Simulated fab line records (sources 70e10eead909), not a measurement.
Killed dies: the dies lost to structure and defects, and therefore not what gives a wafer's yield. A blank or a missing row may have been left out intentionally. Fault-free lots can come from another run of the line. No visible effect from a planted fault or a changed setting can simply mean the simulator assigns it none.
Matching of chambers / flow nand-harc / 3 sister chambers for NHARC_A_STAIRCASE_DEP_151 on pecvd-04
The step deposits SiO2, target thk 7200 nm. 3 wafers are shown with their chamber, then 7 later ones without.

== WAFERS WITH THEIR CHAMBER ==
wafer=L435.1; chamber=2; heater-power-w (W)=831
wafer=L435.3; chamber=1; heater-power-w (W)=808
wafer=L442.4; chamber=0; heater-power-w (W)=619

== WAFERS MISSING THEIR CHAMBER ==
wafer=L442.5; heater-power-w (W)=745
wafer=L443.2; heater-power-w (W)=788
wafer=L443.3; heater-power-w (W)=871
wafer=L443.5; heater-power-w (W)=644
wafer=L446.1; heater-power-w (W)=817
wafer=L446.4; heater-power-w (W)=715
wafer=L446.5; heater-power-w (W)=637

== WHICH CHAMBER EACH WENT THROUGH ==
wafer=L442.5; from the rows above=can't be placed: 1 or 2 or 0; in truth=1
wafer=L443.2; from the rows above=can't be placed: 1 or 2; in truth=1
wafer=L443.3; from the rows above=can't be placed: 2 or 1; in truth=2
wafer=L443.5; from the rows above=0; in truth=0
wafer=L446.1; from the rows above=can't be placed: 1 or 2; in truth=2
wafer=L446.4; from the rows above=can't be placed: 1 or 0 or 2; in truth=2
wafer=L446.5; from the rows above=0; in truth=0
Correctly placed: 2 of 7. Unplaceable from these rows: 5, with the true chamber sitting among the candidates in 5. 0 placed wrongly.
How it was worked out, from the rows above alone: a wafer's distance from a chamber is the root of the sum, over the readings, of the square of ((its reading less the chamber's mean) divided by the reading's scatter). The wafer belongs to the nearest chamber; if the next one is less than 2 further off, it can't be placed. For every chamber, the mean is computed from those of its wafers that are shown. The scatter: root of mean squared gap, hidden wafer to nearest shown wafer, with one shown wafer a chamber.
